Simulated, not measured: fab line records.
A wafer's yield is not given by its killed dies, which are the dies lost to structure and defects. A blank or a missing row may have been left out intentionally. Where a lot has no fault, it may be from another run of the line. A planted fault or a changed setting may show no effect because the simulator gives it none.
Struck lot and sound lot, side by side | flow nandHarc | 17 out of 1159 route steps
Sound: wafers L918.1, L918.3, L918.5. Struck: wafers L930.1, L930.3, L930.5. The cause comes at the end.
Order at every step that has rows: each side's tool, ch and its chambers, its first start. Under that, the readings that differ: sound wafers | struck wafers | difference of the means | sigmas: that difference in standard deviations of wafers without a fault.
alike: words and numbers the same on both sides, and readings whose means are apart by under 2 such deviations; not compared: readings that were withheld, readings missing a value for some wafer, numbers with overlapping values and no deviation given by the record, and bounds like >300 which may hide the same value.
A row with sigmas, a row that says differs or no value, or rows on one side alone: a step with any of these is where the two part. Numbers that have no deviation but don't overlap get no sigmas and don't part them. Lack of a reading on every wafer of one side parts them only where that side has two or more wafers.

first, 2 steps without rows for these wafers: NHARC_P_BONDPAD_ETCH_37 (etches the open film in N2/H2, target depth 60 nm, overetch 18 nm, time 65.91 s); NHARC_P_BONDPAD_ETCH_12 (etches the open film in CHF3/O2, target depth 200 nm, time 100 s).
NHARC_P_BONDPAD_CD_MEAS_13:
  struck on cdSem-03, day 10 12:42; sound on cdSem-03, day 7 12:40
  alike: cdNm
then, 1 step without rows for these wafers: NHARC_P_BONDPAD_STRIP_15 (strips in O2).
NHARC_P_BONDPAD_ETCH_24: etches the open film in CF4/N2, target depth 30 nm, time 72.99 s.
  sound: rieDiel-03 ch 0,1,3; struck: rieDiel-02 ch 2,3
  alike: drypumpMotorCurrentA, mfcArSccm, oesProductAu, rfVppV, showerheadPlenumPTorr, throttleValvePct
  not compared: rfHoursCounterH
then, 1 step without rows for these wafers: NHARC_P_BONDPAD_STRIP_16 (strips in post etch residue remover, time 600 s).
NHARC_P_BONDPAD_DEGAS_25: time 60 s.
  struck on pvdSputter-01, day 10 13:20; sound on pvdSputter-02, day 7 13:44
  alike: heaterPowerW
NHARC_P_BONDPAD_PRE_CLEAN_26: time 30 s.
  sound on pvdSputter-02; struck on pvdSputter-01
  alike: heaterPowerW
NHARC_P_BONDPAD_PVD_17: deposits TaN, target thk 5 nm, time 8.06 s.
  sound on pvdSputter-02; struck on pvdSputter-01
  alike: chamberPressurePa, throttleValvePct
NHARC_P_BONDPAD_PVD_27: deposits Cu, target thk 30 nm, time 20.49 s.
  sound on pvdSputter-02; struck on pvdSputter-01
  alike: chamberPressurePa, throttleValvePct
then, 2 steps without rows for these wafers: NHARC_P_BONDPAD_ECD_18 (material Cu, target thk 400 nm); NHARC_P_BONDPAD_ANNEAL_28 (time 90 s).
NHARC_P_BONDPAD_CMP_19: polishes, t overpolish 30 s, cu recess touch 16 s, target thk 160.81 nm.
  sound on cmp-02 ch 0,1,3, day 7 14:49; struck on cmp-03 ch 2,3, day 10 14:25
  no value came back on the struck wafers for cuRecessTouchS (s), edgeZonePressureFrac, motorCurrentA (A), overpolishRunS (s); on the sound wafers cuRecessTouchS (s) reads 16 16 16
NHARC_P_BONDPAD_THK_MEAS_20: measures by xrf.
  struck on filmMetro-02, day 10 14:44; sound on filmMetro-01, day 7 15:09
reading    | sound             | struck            | difference | sigmas
thkNm (nm) | 160.1 162.7 162.4 | 398.4 401.1 397.3 | +237.2     | +99 or more
then, 1 step without rows for these wafers: NHARC_P_BONDPAD_SRD_21 (time 30 s, dry time 20 s).
NHARC_P_BONDPAD_INSPECT_23:
  struck on defectInspect-01, day 10 14:58; sound on defectInspect-01, day 7 15:21
reading        | sound       | struck         | difference | sigmas
rawDefectCount | 350 459 312 | 6365 5963 6219 | +5809      | +45
then, 1 step without rows for these wafers: NHARC_P_BONDPAD_ACTIVATE_29 (chemistry N2, time 60 s).

## WHERE THEY PART
First at NHARC_P_BONDPAD_CMP_19; last, within this record, at NHARC_P_BONDPAD_INSPECT_23.

WHY: the cause the simulator had injected
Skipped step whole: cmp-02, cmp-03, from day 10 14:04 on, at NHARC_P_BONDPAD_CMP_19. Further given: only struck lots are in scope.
